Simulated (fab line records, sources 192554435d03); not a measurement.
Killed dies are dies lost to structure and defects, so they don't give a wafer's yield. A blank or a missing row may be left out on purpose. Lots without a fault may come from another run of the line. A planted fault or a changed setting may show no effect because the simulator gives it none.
A struck lot beside a sound one | flow n5_finfet | 15 steps out of a route of 1938
Sound: wafers L277.2, L277.3, L277.5. Struck: wafers L273.2, L273.4, L273.6. The cause comes at the end.
At each step with rows: each side's tool, then ch and its chambers, then its first start. Under that, the readings that differ: sound wafers | struck wafers | difference of the means | sigmas: that difference in standard deviations of wafers without a fault.
alike: readings whose means differ by less than 2 such deviations, and words and numbers that are the same on both sides. not compared: withheld readings, readings that some wafer has no value for, bounds like >300 that may hide the same value, and numbers for which the record gives no deviation and whose values overlap.
The two part at a step that has a row with sigmas, a row that says differs or no value, or rows on one side only. Numbers that don't overlap but have no deviation are shown without sigmas and don't part them. A reading that every wafer of one side lacks parts them only if that side has two wafers or more.

first, 2 steps without rows for these wafers: N5_BEOL_M12_DEVELOP_27 (develop time 45 s); N5_BEOL_M12_HARDBAKE_32 (time 120 s).
N5_BEOL_M12_CD_MEAS_28: target cd 160.2 nm.
  sound on cd_sem-01 ch 0, day 15 04:35; struck on cd_sem-02 ch 0, day 13 18:34
  alike: cd_nm
N5_BEOL_M12_OVL_MEAS_29:
  sound on overlay-02 ch 0, day 15 04:37; struck on overlay-02 ch 0, day 13 18:36
  alike: M12_OVL
N5_BEOL_M12_INSPECT_30: inspects for defects (macro).
  sound on defect_inspect-02, day 15 04:38; struck on defect_inspect-01, day 13 18:38
  alike: raw_defect_count
N5_BEOL_M12_DESCUM_33: chemistry O2, time 7.9 s.
  sound on rie_diel-04 ch 0,1,2, day 15 04:40; struck on rie_diel-06 ch 0,1,3, day 13 18:42
  alike: drypump_motor_current_A, oes_product_au, rf_vpp_V, showerhead_plenum_p_Torr, throttle_valve_pct
  not compared: rf_hours_counter_h
N5_BEOL_M12_ETCH_67: etches SiARC in CF4, target depth 143 nm, time 238.3 s.
  sound on rie_diel-04 ch 0,1,2, day 15 04:42; struck on rie_diel-06 ch 0,1,3, day 13 18:44
  alike: drypump_motor_current_A, etch_rf_on_time_s, oes_product_au, rf_vpp_V, showerhead_plenum_p_Torr, throttle_valve_pct
  not compared: rf_hours_counter_h
N5_BEOL_M12_ETCH_68: etches SOC in N2/H2, time 285 s.
  sound on rie_diel-04 ch 0,1,2, day 15 04:50; struck on rie_diel-06 ch 0,1,3, day 13 18:53
  alike: drypump_motor_current_A, n2_flow_sccm, oes_product_au, rf_vpp_V, showerhead_plenum_p_Torr, throttle_valve_pct
  not compared: rf_hours_counter_h
then, 1 step without rows for these wafers: N5_BEOL_M12_STRIP_69 (strips in N2/H2).
N5_BEOL_M12_TRENCH_ETCH_34: etches SiOC in C4F8/O2/Ar, target depth 318.95 nm, time 125.5 s.
  sound on rie_diel-04 ch 0,1,2, day 15 05:02; struck on rie_diel-06 ch 0,1,3, day 13 19:04
  alike: drypump_motor_current_A, he_outer_torr, oes_product_au, rf_vpp_V, showerhead_plenum_p_Torr, throttle_valve_pct
  not compared: rf_hours_counter_h
then, 1 step without rows for these wafers: N5_BEOL_M12_STRIP_70 (strips in C4F8/O2/Ar).
N5_BEOL_M12_OCD_MEAS_35:
  sound on ocd-02, day 15 05:11; struck on ocd-01, day 13 19:13
  alike: trench_depth_nm
N5_BEOL_M12_STRIP_37: strips in N2/H2.
  sound on plasma_asher-02 ch 1, day 15 05:13; struck on plasma_asher-01 ch 0,1, day 13 19:16
  reading             | sound          | struck         | difference | sigmas
  h2_flow_sccm (sccm) | 3253 3248 3255 | 3567 3577 3589 | +326       | +35
  alike: drypump_motor_current_A, heater_power_w, n2_flow_sccm, oes_product_au
  not compared: rf_hours_counter_h
N5_BEOL_M12_ETCH_38: etches SiCN in CF4/N2, target depth 68.7 nm, time 73.4 s.
  sound on rie_diel-06 ch 0,3, day 15 07:02; struck on rie_diel-02 ch 1,2,3, day 13 19:29
  alike: drypump_motor_current_A, n2_flow_sccm, oes_product_au, rf_vpp_V, showerhead_plenum_p_Torr, throttle_valve_pct
  not compared: rf_hours_counter_h
N5_PASSIVATION_PROBE_49:
  the record has rows for the sound wafers here (prober-01, day 16 14:19) and none for the struck ones

WHERE THEY PART
First at N5_BEOL_M12_STRIP_37; last, within this record, at N5_PASSIVATION_PROBE_49.

WHY: what the simulator had put in
Process parameter drift: plasma_asher-01, from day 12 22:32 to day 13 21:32, at N5_BEOL_M12_STRIP_37. Setting h2_flow_sccm, moved by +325, from 3250. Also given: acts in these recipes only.
